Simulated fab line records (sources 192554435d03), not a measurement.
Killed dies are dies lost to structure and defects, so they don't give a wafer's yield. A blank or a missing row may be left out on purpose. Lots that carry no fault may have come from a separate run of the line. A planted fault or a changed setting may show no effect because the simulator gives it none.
fab line records	flow n5_finfet
[record] lots = 10	wafers = 29	last_day = 16
route steps=1938 shown SPACER0@260 BEOL_M4@1091 BEOL_M5@1113 PASSIVATION@1936
lots untouched by any fault: they come from a run of this same line in which no faults occurred
start_h: hours from the record's first day to the start of the lot's first wafer shown	wait_h: hours elapsed since this lot's preceding step	" identical to the entry in the row above	L1.1+2: a single row standing in for several wafers	- no value, or no start given	* or withheld: withheld	< > ~ a bound
route shown NAME@n: names a module that has steps shown in the file, with the first one's number in the route	usual: the fault-free wafers' mean and standard deviation	same: alike in all rows	chamber/n: place in a boat	sites: readings site by site	_std_site: their standard deviation	_edge_site: mean of outer sites minus mean of inner sites	radius_mm: for every site, how far away it sits from the centre of the wafer	mask NAME#n: copy n	behind: the tool/chamber that last shaped the wafer	hold: reason for holding the lot/hours on hold/outcome of the hold	device: which transistor (n, p or np) failed to switch	end of line: the route-end tests of the same wafers	where a step has no rows: the recipe by itself	killed: the dies lost at the first sort to structure and to defects; this is not the yield of the wafer	map: shows each die of a wafer: x if killed, . if not, _ if none is there
set.NAME: the setting the step ran with; set.NAME@STEP: the setting that earlier step ran with	model.NAME: the simulator's own value behind a step, which no gauge read
route steps across a sampled set of lots; one table per step, one row per wafer
services: the hour from which a tool's chamber was out of use, counted from the record's first day as start_h (under 0 if before that day), plus the number of hours and why
[[steps]]
[step N5_SPACER0_ALD_08]
[recipe] material = SiNx	target_thk_a = 20	temp_c = 400	ald_precursor_family = SiH2I2	ald_co_reactant = N2/H2-plasma	pressure_torr = 2
[usual] heater_power_w = 857/72
lot.wafer	tool	chamber	start_h	wait_h	heater_power_w
L437.2	ald_sin-01	0	68.14	0.1	874
L437.4	"	3	"	"	936
L437.5	"	2	"	"	889
L440.1	ald_sin-01	0	85.28	0.1	900
L440.5	"	2	"	"	894
L440.6	"	3	"	"	949
L441.2	ald_sin-04	0	90.29	0.1	944
L441.3	"	3	"	"	797
L441.5	"	2	"	"	786
L442.1	ald_sin-03	1	99.17	0.1	691
L442.4	"	0	"	"	921
L442.6	"	2	"	"	794
L444.1	ald_sin-01	3	113.37	0.1	957
L444.2	"	1	"	"	821
L444.4	"	0	"	"	870
L445.5	ald_sin-01	3	119.03	0.1	946
L445.6	"	0	"	"	835
L447.3	ald_sin-03	1	129.14	0.1	702
L447.4	"	3	"	"	842
L447.6	"	3	"	"	828
L448.3	ald_sin-03	0	136.10	0.1	909
L448.5	"	2	"	"	797
L448.6	"	3	"	"	824
L450.3	ald_sin-03	1	147.05	0.1	691
L450.5	"	3	"	"	841
L450.6	"	2	"	"	807
L452.1	ald_sin-03	3	159.30	0.1	841
L452.3	"	0	"	"	908
L452.6	"	1	"	"	688
[step N5_BEOL_M4_ANNEAL_87]
[recipe] temp_c = 400	time_s = 240	ambient = vacuum
[usual] heater_power_w = 809/80
lot.wafer	tool	chamber	start_h	wait_h	heater_power_w
L437.2	pvd_sputter-01	-	175.25	0.0	879
L437.4	"	-	"	"	886
L437.5	"	-	"	"	879
L440.1	pvd_sputter-03	-	197.55	0.0	809
L440.5	"	-	"	"	755
L440.6	"	-	"	"	862
L441.2	pvd_sputter-01	-	199.01	0.0	859
L441.3	"	-	"	"	695
L441.5	"	-	"	"	849
L442.1	pvd_sputter-01	-	216.93	0.0	855
L442.4	"	-	"	"	861
L442.6	"	-	"	"	855
L444.1	pvd_sputter-02	-	218.99	0.0	801
L444.2	"	-	"	"	826
L444.4	"	-	"	"	879
L445.5	pvd_sputter-02	-	224.49	0.1	853
L445.6	"	-	"	"	857
L447.3	pvd_sputter-02	-	246.23	0.0	876
L447.4	"	-	"	"	788
L447.6	"	-	"	"	888
L448.3	pvd_sputter-03	-	246.70	0.0	873
L448.5	"	-	"	"	806
L448.6	"	-	"	"	661
L450.3	pvd_sputter-03	-	264.21	0.0	839
L450.5	"	-	"	"	738
L450.6	"	-	"	"	647
L452.1	pvd_sputter-03	-	271.90	0.0	637
L452.3	"	-	"	"	866
L452.6	"	-	"	"	751
[step N5_BEOL_M4_CO_CAP_55]
[recipe] material = Co	target_thk_a = 20	temp_c = 200	precursor = CCTBA/H2	pressure_torr = 30	time_s = 102.1
[usual] heater_power_w = 237/23
lot.wafer	tool	chamber	start_h	wait_h	heater_power_w
L437.2	cvd_co-02	1	177.14	0.0	193
L437.4	"	2	"	"	233
L437.5	"	0	"	"	245
L440.1	cvd_co-01	0	199.44	0.0	236
L440.5	"	0	"	"	233
L440.6	"	2	"	"	243
L441.2	cvd_co-01	2	200.90	0.0	242
L441.3	"	0	"	"	235
L441.5	"	2	"	"	243
L442.1	cvd_co-02	1	218.82	0.0	194
L442.4	"	2	"	"	226
L442.6	"	1	"	"	195
L444.1	cvd_co-01	1	221.01	0.0	272
L444.2	"	0	"	"	238
L444.4	"	0	"	"	243
L445.5	cvd_co-02	1	226.49	0.0	200
L445.6	"	0	"	"	242
L447.3	cvd_co-02	2	248.12	0.0	235
L447.4	"	1	"	"	196
L447.6	"	0	"	"	245
L448.3	cvd_co-01	1	248.58	0.0	277
L448.5	"	1	"	"	273
L448.6	"	0	"	"	234
L450.3	cvd_co-01	1	266.09	0.0	268
L450.5	"	1	"	"	274
L450.6	"	2	"	"	245
L452.1	cvd_co-02	1	273.78	0.0	195
L452.3	"	0	"	"	241
L452.6	"	0	"	"	242
[step N5_BEOL_M4_RC_MEAS_101]
[usual] DIBL_N = 36.1/1.5	DIBL_P = 36.1/1.9	IOFF_N = 0.159/0.029	IOFF_P = 0.21/0.038	ION_N = 675/11	ION_P = 464/8.1	REXT_N = 75.2/1.7	REXT_P = 100.9/2.3	SS_N = 71.5/0.57	SS_P = 73.3/0.64	VT_N = 249/3.1	VT_P = -250/3.8	VT_P_LVT = -99/3.3
lot.wafer	tool	chamber	start_h	wait_h	DIBL_N[mV/V]	DIBL_P[mV/V]	IOFF_N[nA/um]	IOFF_P[nA/um]	ION_N[uA/um]	ION_P[uA/um]	REXT_N[ohm.um]	REXT_P[ohm.um]	SS_N[mV/dec]	SS_P[mV/dec]	VT_N[mV]	VT_P[mV]	VT_P_LVT[mV]
L437.2	prober-01	0	177.54	0.2	37.8	37.3	0.161	0.24	666	464	74.8	104.1	71.8	73.8	249	-246	-99
L437.4	"	0	"	"	35.9	34.2	0.137	0.19	672	462	73.8	104.0	72.3	72.5	250	-249	-101
L437.5	"	0	"	"	36.7	36.4	0.148	0.22	654	454	74.9	102.9	71.5	73.3	253	-247	-100
L440.1	prober-02	0	199.70	0.0	38.1	37.4	0.169	0.23	670	461	77.6	101.9	72.0	73.6	250	-250	-99
L440.5	"	0	"	"	36.5	35.2	0.151	0.20	679	469	75.1	100.3	71.3	73.0	249	-250	-98
L440.6	"	0	"	"	37.6	35.9	0.170	0.20	669	458	75.0	103.1	71.9	73.2	247	-251	-99
L441.2	prober-01	0	201.29	0.2	41.1	40.4	0.279	0.29	694	470	73.6	99.7	72.1	74.6	245	-248	-96
L441.3	"	0	"	"	36.9	36.6	0.175	0.21	679	460	73.2	100.5	71.8	73.2	249	-252	-100
L441.5	"	0	"	"	38.0	37.7	0.186	0.23	684	465	73.6	99.4	72.0	74.4	247	-251	-98
L442.1	prober-02	0	219.08	0.0	37.8	38.2	0.171	0.24	679	470	74.8	97.0	72.0	74.1	250	-249	-98
L442.4	"	0	"	"	37.4	37.0	0.156	0.21	670	456	74.8	96.7	71.8	73.5	254	-249	-99
L442.6	"	0	"	"	36.2	36.6	0.140	0.21	657	465	75.8	96.8	71.6	73.0	249	-250	-98
L444.1	prober-01	0	221.25	0.0	38.4	39.8	0.223	0.27	690	473	75.7	103.5	71.5	73.7	245	-246	-96
L444.2	"	0	"	"	35.0	35.6	0.157	0.22	676	471	76.4	103.3	71.9	73.3	247	-249	-97
L444.4	"	0	"	"	34.1	34.0	0.149	0.19	677	467	76.1	104.7	71.1	72.8	247	-251	-100
L445.5	prober-01	0	227.34	0.6	36.3	36.1	0.173	0.26	686	468	78.0	101.0	70.9	73.7	246	-244	-95
L445.6	"	0	"	"	37.4	37.4	0.209	0.29	695	477	77.8	102.8	72.2	74.1	245	-241	-94
L447.3	prober-01	0	248.66	0.3	36.7	38.0	0.168	0.23	687	464	75.2	97.9	71.7	73.1	249	-249	-98
L447.4	"	0	"	"	34.2	34.1	0.113	0.17	656	460	75.9	97.3	70.8	73.2	256	-254	-102
L447.6	"	0	"	"	36.9	37.7	0.155	0.22	670	470	74.9	96.5	71.5	74.0	250	-250	-98
L448.3	prober-02	0	249.42	0.6	36.8	35.6	0.172	0.18	677	454	77.7	103.0	71.0	73.2	248	-253	-102
L448.5	"	0	"	"	36.2	35.5	0.175	0.20	692	470	76.9	100.3	70.5	73.2	247	-252	-100
L448.6	"	0	"	"	37.0	36.4	0.184	0.19	686	452	77.1	101.7	71.6	74.3	245	-254	-101
L450.3	prober-01	0	266.64	0.3	32.5	32.2	0.111	0.17	667	464	73.4	99.9	70.8	72.5	253	-254	-102
L450.5	"	0	"	"	34.4	33.8	0.129	0.19	667	463	72.7	100.7	70.5	72.4	254	-251	-100
L450.6	"	0	"	"	30.5	31.0	0.086	0.12	618	426	88.0	120.5	70.0	72.3	258	-258	-111
L452.1	prober-01	0	274.06	0.0	35.3	36.4	0.159	0.21	688	463	73.3	98.6	72.2	73.5	248	-249	-97
L452.3	"	0	"	"	35.8	37.9	0.181	0.23	684	467	73.9	100.8	71.9	72.8	247	-248	-96
L452.6	"	0	"	"	32.1	34.9	0.117	0.15	643	436	88.2	117.6	70.9	73.2	252	-257	-104
[step N5_BEOL_M5_CURE_79]
[recipe] temp_c = 385	time_s = 240	ambient = He/Ar	material = SiCOH_lowk
[usual] lamp_power_pct = 52.31/0.056	wafer_temp_C_max = 386.5/0.54
lot.wafer	tool	chamber	start_h	wait_h	lamp_power_pct	wafer_temp_C_max
L437.2	uv_cure-02	0	178.49	0.1	52.23	386.1
L437.4	"	0	"	"	52.33	385.9
L437.5	"	0	"	"	52.38	386.3
L440.1	uv_cure-03	2	200.73	0.0	52.31	386.5
L440.5	"	2	"	"	52.27	386.9
L440.6	"	2	"	"	52.35	387.5
L441.2	uv_cure-01	1	202.32	0.2	52.41	386.4
L441.3	"	1	"	"	52.23	386.3
L441.5	"	1	"	"	52.33	386.0
L442.1	uv_cure-03	2	220.12	0.1	52.22	387.2
L442.4	"	2	"	"	52.35	387.3
L442.6	"	2	"	"	52.17	387.9
L444.1	uv_cure-01	0	222.29	0.1	52.27	387.3
L444.2	"	0	"	"	52.22	386.5
L444.4	"	0	"	"	52.35	386.6
L445.5	uv_cure-01	0	228.11	0.4	52.29	386.6
L445.6	"	0	"	"	52.35	386.8
L447.3	uv_cure-03	0	249.53	0.2	52.36	385.7
L447.4	"	0	"	"	52.37	386.0
L447.6	"	0	"	"	52.32	386.1
L448.3	uv_cure-03	1	250.29	0.2	52.25	386.4
L448.5	"	1	"	"	52.30	386.4
L448.6	"	1	"	"	52.24	386.7
L450.3	uv_cure-02	1	267.51	0.2	52.34	386.5
L450.5	"	1	"	"	52.34	386.2
L450.6	"	1	"	"	52.33	386.7
L452.1	uv_cure-02	1	275.08	0.0	52.41	386.6
L452.3	"	1	"	"	52.32	386.0
L452.6	"	1	"	"	52.44	386.1
[step N5_PASSIVATION_PROBE_49]
[usual] defect_limited_yield = 91.5/1.6	killed_at_M0_to_M3 = 33/10	killed_at_M4_up = 13/5.6	killed_at_contacts = 13/6	killed_at_front_end = 39/12	killed_at_other = 3.0/2.8	killed_dies = 101/19	killed_open = 65/13	killed_short = 32/8.3	sort_bin_4_leakage = 0.00/0.0072	sort_bin_5_function = 5.0/1	sort_bin_6_memory = 3.1/0.69	sort_bin_8_speed = 0/0	sort_n_pass = 1079/19	sort_yield_pct = 91.5/1.6
[same] gross_dies = 1180	killed_at_back_side = 0
lot.wafer	tool	chamber	start_h	wait_h	defect_limited_yield[%]	killed_at_M0_to_M3	killed_at_M4_up	killed_at_contacts	killed_at_front_end	killed_at_other	killed_dies	killed_open	killed_short	sort_bin_4_leakage[%]	sort_bin_5_function[%]	sort_bin_6_memory[%]	sort_bin_8_speed[%]	sort_n_pass	sort_yield_pct[%]
L437.2	prober-01	-	270.50	0.2	91.1	32	12	17	37	7	105	74	25	0	4.9	3.5	0	1075	91.1
L437.4	prober-01	-	270.60	0.3	92.9	30	7	13	23	11	84	55	27	0	3.6	3.2	0	1096	92.9
L437.5	prober-01	-	270.65	0.3	92.8	21	12	9	37	6	85	58	22	0	4.2	2.6	0	1095	92.8
L440.1	prober-01	-	311.45	0.0	91.5	22	11	9	55	3	100	55	42	0	4.8	3.1	0	1080	91.5
L440.5	prober-01	-	311.65	0.2	90.7	30	6	14	45	15	110	75	32	0	5.8	3.1	0	1070	90.7
L440.6	prober-01	-	311.70	0.3	92.4	16	4	14	55	1	90	55	32	0	4.2	2.9	0	1090	92.4
L441.2	prober-02	-	311.99	0.1	90.9	22	12	13	58	2	107	68	37	0.08	5.4	2.9	0	1072	90.8
L441.3	prober-02	-	312.04	0.1	88.9	53	23	15	34	6	131	84	38	0	6.2	4.0	0	1049	88.9
L441.5	prober-02	-	312.14	0.2	90.3	33	25	10	34	12	114	67	36	0	4.7	3.9	0	1066	90.3
L442.1	prober-02	-	315.71	0.0	91.9	25	10	21	39	0	95	68	22	0	4.8	2.7	0	1085	91.9
L442.4	prober-02	-	315.86	0.2	91.7	32	14	16	36	0	98	68	26	0	5.1	3.1	0	1082	91.7
L442.6	prober-02	-	315.96	0.3	89.7	40	17	14	47	4	122	89	31	0	6.6	3.6	0	1058	89.7
L444.1	prober-01	-	327.19	0.0	89.1	37	21	14	54	3	129	88	34	0	6.9	3.6	0	1051	89.1
L444.2	prober-01	-	327.24	0.1	91.5	22	13	14	49	2	100	63	35	0	4.7	3.3	0	1080	91.5
L444.4	prober-01	-	327.34	0.2	90.3	37	17	11	48	1	114	79	34	0	6.2	3.2	0	1066	90.3
L445.5	prober-02	-	338.58	0.2	90.8	46	15	6	39	3	109	64	38	0	5.0	3.2	0	1071	90.8
L445.6	prober-02	-	338.63	0.3	90.9	22	23	5	54	3	107	72	27	0	4.7	3.7	0	1073	90.9
L447.3	prober-02	-	353.86	0.1	93.2	17	11	5	47	0	80	51	24	0	4.2	2.4	0	1100	93.2
L447.4	prober-02	-	353.91	0.2	90.8	31	2	18	54	3	108	71	33	0	5.4	3.4	0	1072	90.8
L447.6	prober-02	-	354.01	0.3	93.1	32	5	7	36	2	82	42	38	0	3.8	2.7	0	1098	93.1
L448.3	prober-01	-	355.55	0.1	91.7	27	16	18	37	0	98	70	28	0	5.0	3.1	0	1082	91.7
L448.5	prober-01	-	355.65	0.2	92.5	34	14	12	28	0	88	52	34	0	3.9	3.2	0	1092	92.5
L448.6	prober-01	-	355.70	0.3	92.7	28	10	16	30	2	86	58	26	0	5.1	1.9	0	1094	92.7
L450.3	prober-02	-	363.93	0.1	92.4	30	10	6	42	2	90	67	23	0	4.1	3.2	0	1090	92.4
L450.5	prober-02	-	364.03	0.2	91.9	28	6	18	43	1	96	65	24	0	4.7	2.8	0	1084	91.9
L450.6	prober-02	-	364.08	0.3	89.2	37	10	17	61	3	128	79	47	0	7.0	3.6	65.08	284	24.1
L452.1	prober-01	-	376.89	0.0	94.5	35	5	2	23	0	65	50	14	0	3.1	2.3	0	1115	94.5
L452.3	prober-01	-	376.99	0.1	93.1	18	9	17	36	1	81	51	19	0	3.8	2.0	0	1099	93.1
L452.6	prober-01	-	377.14	0.3	94.8	26	8	2	22	3	61	38	23	0	3.1	1.9	5.34	1056	89.5
// killed by level:class
L437.2 FIN_SAQP:geometric_particle:open=16 MOL_CONTACT_COAG:geometric_particle:open=13 FIN_SAQP:geometric_particle:short=10 BEOL_M2:geometric_particle:open=9 BEOL_M1:geometric_particle:open=6 DUMMY_GATE:geometric_particle:open=5 BEOL_M3:geometric_particle:open=5 MOL_CONTACT_COAG:geometric_particle:short=4
L437.4 MOL_CONTACT_COAG:geometric_particle:open=9 FIN_SAQP:geometric_particle:open=6 BEOL_M3:geometric_particle:open=6 BEOL_M0_SAQP:geometric_particle:open=5 BEOL_M3:geometric_particle:short=5 PASS1_DEP:geometric_particle:open=5 BEOL_M1:geometric_particle:open=4 BEOL_M5:geometric_particle:open=4
L437.5 FIN_SAQP:geometric_particle:open=12 BEOL_M3:geometric_particle:open=10 MOL_CONTACT_COAG:geometric_particle:open=8 FIN_SAQP:geometric_particle:short=5 BEOL_M2:geometric_particle:open=5 DUMMY_GATE:geometric_particle:open=4 STARTING-WAFER:geometric_particle:open=3 STI_FIN_REVEAL:geometric_particle:short=2
L440.1 FIN_SAQP:geometric_particle:open=11 GATE_CUT:geometric_particle:short=9 FIN_SAQP:geometric_particle:short=8 STI_FIN_REVEAL:geometric_particle:open=7 GATE_CUT:geometric_particle:open=6 MOL_CONTACT_COAG:geometric_particle:open=6 BEOL_M0_SAQP:geometric_particle:short=4 BEOL_M0_SAQP:geometric_particle:open=4
L440.5 FIN_SAQP:geometric_particle:open=14 MOL_CONTACT_COAG:geometric_particle:open=12 FIN_SAQP:geometric_particle:short=10 PASS1_CAP:geometric_particle:open=10 BEOL_M3:geometric_particle:open=8 BEOL_M1:geometric_particle:open=6 BEOL_M2:geometric_particle:open=6 GATE_CUT:geometric_particle:short=5
L440.6 GATE_CUT:geometric_particle:short=14 FIN_SAQP:geometric_particle:open=12 MOL_CONTACT_COAG:geometric_particle:open=11 STI_FIN_REVEAL:geometric_particle:open=8 BEOL_M1:geometric_particle:open=5 FIN_SAQP:geometric_particle:short=4 DUMMY_GATE:geometric_particle:open=4 STI_FIN_REVEAL:geometric_particle:short=3
L441.2 STI_FIN_REVEAL:geometric_particle:open=22 FIN_SAQP:geometric_particle:short=12 MOL_CONTACT_COAG:geometric_particle:open=11 BEOL_M0_SAQP:geometric_particle:open=6 FIN_SAQP:geometric_particle:open=5 BEOL_M3:geometric_particle:short=4 BEOL_M3:geometric_particle:open=4 BEOL_M5:geometric_particle:open=4
L441.3 BEOL_M0_SAQP:geometric_particle:open=13 MOL_CONTACT_COAG:geometric_particle:open=11 BEOL_M0_SAQP:geometric_particle:short=9 BEOL_M1:geometric_particle:open=9 BEOL_M2:geometric_particle:open=9 BEOL_M4:geometric_particle:open=9 BEOL_M3:geometric_particle:open=5 FIN_SAQP:geometric_particle:open=4
L441.5 BEOL_M0_SAQP:geometric_particle:open=10 STI_FIN_REVEAL:geometric_particle:open=8 MOL_CONTACT_COAG:geometric_particle:open=6 BEOL_M4:geometric_particle:open=6 HKMG_FIN:area_etch=6 FIN_SAQP:geometric_particle:open=5 BEOL_M1:geometric_particle:open=5 MIM_TOP_ETCH:geometric_particle:open=5
L442.1 MOL_CONTACT_COAG:geometric_particle:open=20 STI_FIN_REVEAL:geometric_particle:open=16 BEOL_M0_SAQP:geometric_particle:open=9 BEOL_M0_SAQP:geometric_particle:short=7 FIN_SAQP:geometric_particle:short=5 FIN_SAQP:geometric_particle:open=4 DUMMY_GATE:geometric_particle:open=3 ILD0:geometric_particle:open=3
L442.4 MOL_CONTACT_COAG:geometric_particle:open=10 STI_FIN_REVEAL:geometric_particle:open=9 DUMMY_GATE:geometric_particle:open=8 BEOL_M1:geometric_particle:open=8 BEOL_M3:geometric_particle:open=6 ILD0:geometric_particle:open=5 BEOL_M4:geometric_particle:open=5 STI_FIN_REVEAL:geometric_particle:short=4
L442.6 FIN_SAQP:geometric_particle:open=16 MOL_CONTACT_COAG:geometric_particle:open=13 STI_FIN_REVEAL:geometric_particle:open=9 BEOL_M3:geometric_particle:open=9 BEOL_M0_SAQP:geometric_particle:open=7 BEOL_M0_SAQP:geometric_particle:short=7 BEOL_M0:geometric_particle:open=7 BEOL_M4:geometric_particle:open=5
L444.1 STI_FIN_REVEAL:geometric_particle:open=17 MOL_CONTACT_COAG:geometric_particle:open=11 FIN_SAQP:geometric_particle:open=10 FIN_SAQP:geometric_particle:short=9 BEOL_M0_SAQP:geometric_particle:short=8 BEOL_M3:geometric_particle:open=8 BEOL_M0_SAQP:geometric_particle:open=6 BEOL_M2:geometric_particle:open=5
L444.2 STI_FIN_REVEAL:geometric_particle:open=16 MOL_CONTACT_COAG:geometric_particle:open=11 FIN_SAQP:geometric_particle:short=6 STI_FIN_REVEAL:geometric_particle:short=5 BEOL_M0_SAQP:geometric_particle:short=5 BEOL_M3:geometric_particle:open=5 BEOL_M7:geometric_particle:open=5 DUMMY_GATE:geometric_particle:open=4
L444.4 STI_FIN_REVEAL:geometric_particle:open=10 MOL_CONTACT_COAG:geometric_particle:open=10 BEOL_M0_SAQP:geometric_particle:open=10 FIN_SAQP:geometric_particle:open=9 BEOL_M4:geometric_particle:open=9 FIN_SAQP:geometric_particle:short=8 BEOL_M0_SAQP:geometric_particle:short=7 BEOL_M1:geometric_particle:open=6
L445.5 BEOL_M0_SAQP:geometric_particle:open=9 BEOL_M3:geometric_particle:open=8 BEOL_M4:geometric_particle:open=8 BEOL_M2:geometric_particle:open=7 HKMG_FIN:area_etch=6 BEOL_M1:geometric_particle:short=5 STI_FIN_REVEAL:geometric_particle:open=5 DUMMY_GATE:geometric_particle:open=5
L445.6 STI_FIN_REVEAL:geometric_particle:open=13 BEOL_M2:geometric_particle:open=10 BEOL_M4:geometric_particle:open=9 FIN_SAQP:geometric_particle:open=6 DUMMY_GATE:geometric_particle:open=6 MOL_CONTACT_COAG:geometric_particle:open=5 BEOL_M2:geometric_particle:short=5 HKMG_FIN:area_etch=5
L447.3 FIN_SAQP:geometric_particle:open=10 FIN_SAQP:geometric_particle:short=8 STI_FIN_REVEAL:geometric_particle:open=7 BEOL_M4:geometric_particle:open=7 GATE_CUT:geometric_particle:short=6 BEOL_M1:geometric_particle:open=5 BEOL_M2:geometric_particle:open=5 STARTING-WAFER:geometric_particle:open=4
L447.4 FIN_SAQP:geometric_particle:open=19 MOL_CONTACT_COAG:geometric_particle:open=16 FIN_SAQP:geometric_particle:short=10 BEOL_M0_SAQP:geometric_particle:open=7 BEOL_M3:geometric_particle:open=6 DUMMY_GATE:geometric_particle:open=5 BEOL_M3:geometric_particle:short=5 GATE_CUT:geometric_particle:short=4
L447.6 FIN_SAQP:geometric_particle:short=8 MOL_CONTACT_COAG:geometric_particle:open=6 BEOL_M2:geometric_particle:open=6 BEOL_M3:geometric_particle:open=6 STARTING-WAFER:geometric_particle:short=6 GATE_CUT:geometric_particle:short=5 BEOL_M0_SAQP:geometric_particle:short=5 FIN_SAQP:geometric_particle:open=4
L448.3 FIN_SAQP:geometric_particle:open=17 MOL_CONTACT_COAG:geometric_particle:open=11 BEOL_M0_SAQP:geometric_particle:short=8 BEOL_M3:geometric_particle:open=8 MOL_CONTACT_COAG:geometric_particle:short=7 STI_FIN_REVEAL:geometric_particle:open=5 BEOL_M0_SAQP:geometric_particle:open=5 DUMMY_GATE:geometric_particle:open=4
L448.5 BEOL_M3:geometric_particle:open=12 MOL_CONTACT_COAG:geometric_particle:open=9 BEOL_M0_SAQP:geometric_particle:short=8 BEOL_M4:geometric_particle:open=6 FIN_SAQP:geometric_particle:open=4 FIN_SAQP:geometric_particle:short=4 BEOL_M1:geometric_particle:open=4 BEOL_M3:geometric_particle:short=4
L448.6 MOL_CONTACT_COAG:geometric_particle:open=13 BEOL_M0_SAQP:geometric_particle:open=7 DUMMY_GATE:geometric_particle:open=6 BEOL_M0_SAQP:geometric_particle:short=6 FIN_SAQP:geometric_particle:short=4 FIN_SAQP:geometric_particle:open=4 BEOL_M1:geometric_particle:open=4 BEOL_M3:geometric_particle:open=4
L450.3 DUMMY_GATE:geometric_particle:open=13 FIN_SAQP:geometric_particle:open=8 STI_FIN_REVEAL:geometric_particle:open=7 BEOL_M0_SAQP:geometric_particle:open=7 BEOL_M3:geometric_particle:open=6 BEOL_M2:geometric_particle:open=5 MOL_CONTACT_COAG:geometric_particle:open=5 BEOL_M0_SAQP:geometric_particle:short=5
L450.5 MOL_CONTACT_COAG:geometric_particle:open=15 BEOL_M2:geometric_particle:open=9 DUMMY_GATE:geometric_particle:open=6 HKMG_FIN:area_etch=6 FIN_SAQP:geometric_particle:short=5 BEOL_M3:geometric_particle:open=5 BEOL_M1:geometric_particle:short=5 FIN_SAQP:geometric_particle:open=4
L450.6 FIN_SAQP:geometric_particle:open=14 MOL_CONTACT_COAG:geometric_particle:open=13 STI_FIN_REVEAL:geometric_particle:open=12 BEOL_M1:geometric_particle:short=9 DUMMY_GATE:geometric_particle:open=7 BEOL_M0_SAQP:geometric_particle:short=7 FIN_SAQP:geometric_particle:short=6 BEOL_M3:geometric_particle:open=6
L452.1 BEOL_M2:geometric_particle:open=12 BEOL_M0_SAQP:geometric_particle:open=9 BEOL_M0_SAQP:geometric_particle:short=5 BEOL_M1:geometric_particle:open=5 STI_FIN_REVEAL:geometric_particle:open=4 DUMMY_GATE:geometric_particle:open=4 GATE_CUT:geometric_particle:short=4 FIN_SAQP:geometric_particle:open=3
L452.3 MOL_CONTACT_COAG:geometric_particle:open=14 HKMG_FIN:area_etch=10 BEOL_M2:geometric_particle:open=7 BEOL_M3:geometric_particle:open=5 BEOL_M4:geometric_particle:open=5 DUMMY_GATE:geometric_particle:open=4 BEOL_M0_SAQP:geometric_particle:open=4 FIN_SAQP:geometric_particle:open=3
L452.6 BEOL_M2:geometric_particle:open=8 BEOL_M3:geometric_particle:open=7 STI_FIN_REVEAL:geometric_particle:open=4 BEOL_M3:geometric_particle:short=4 FIN_SAQP:geometric_particle:short=3 BEOL_M4:geometric_particle:open=3 FIN_SAQP:geometric_particle:open=2 DUMMY_GATE:geometric_particle:short=2
[[services]]
tool	chamber	start_h	hours	kind
uv_cure-01	-	56.31	0.6	repair
ald_sin-04	3	63.88	7.2	repair
ald_sin-03	0	67.58	5.5	repair
cvd_co-01	-	69.07	0.2	repair
ald_sin-01	-	85.40	14.0	pm
uv_cure-01	-	89.92	0.4	repair
uv_cure-01	-	95.18	7.5	pm
cvd_co-02	-	105.37	0.8	repair
uv_cure-02	-	105.85	7.5	pm
uv_cure-03	-	111.22	1.0	pm
uv_cure-03	-	112.22	2.8	pm
uv_cure-01	-	117.96	1.0	pm
ald_sin-01	-	122.19	14.6	pm
uv_cure-03	-	130.40	6.0	pm
cvd_co-01	-	133.27	2.8	pm
uv_cure-02	-	138.03	1.0	pm
ald_sin-04	1	140.15	3.4	repair
uv_cure-01	-	151.81	4.8	repair
uv_cure-02	-	154.86	2.2	repair
uv_cure-01	-	162.00	5.0	pm
uv_cure-01	-	171.95	1.5	repair
ald_sin-04	-	176.75	14.0	pm
ald_sin-01	0	250.36	5.1	repair
ald_sin-03	-	268.74	14.0	pm
[[key]]
[first_sign] step = N5_BEOL_M4_RC_MEAS_101	reading = REXT_P	direction = up	sigmas = 7.7	usual = 100.9	struck = 119.0
[effect] step = N5_BEOL_M4_RC_MEAS_101	reading = REXT_N	direction = up	sigmas = 7.7	usual = 75.2	struck = 88.1
[effect] step = N5_BEOL_M4_RC_MEAS_101	reading = ION_N	direction = down	sigmas = 4.2	usual = 675	struck = 631
[effect] step = N5_BEOL_M4_RC_MEAS_101	reading = ION_P	direction = down	sigmas = 4.1	usual = 464	struck = 431
[effect] step = N5_BEOL_M4_RC_MEAS_101	reading = DIBL_N	direction = down	sigmas = 3.1	usual = 36.1	struck = 31.3
[effect] step = N5_BEOL_M4_RC_MEAS_101	reading = VT_P_LVT	direction = down	sigmas = 2.8	usual = -99	struck = -108
[effect] step = N5_PASSIVATION_PROBE_49	reading = sort_bin_8_speed	direction = up	sigmas = 99+	usual = 0	struck = 35.21
met_at N5_SPACER0_ALD_08
struck_lots L450,L452
struck_wafers L450.6,L452.6
[baseline_loss] step = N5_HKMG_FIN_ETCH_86	wafers = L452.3
not_acting_at N5_BEOL_M4_ANNEAL_87,N5_BEOL_M4_CO_CAP_55,N5_BEOL_M5_CURE_79
onset_between 136.10 147.05
[fault] kind = process_parameter_drift	tool = ald_sin-03	chamber = -	onset_h = 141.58	steps = N5_SPACER0_ALD_08	channel = target_thk_a	offset = *	shape = step	end_h = 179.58	scope = struck_wafers_only	acts_in = *	stated = *
// baseline_loss: these wafers lose ten dies or more at that step, a loss of the line's own and not of a fault; the sort's usual values leave them out
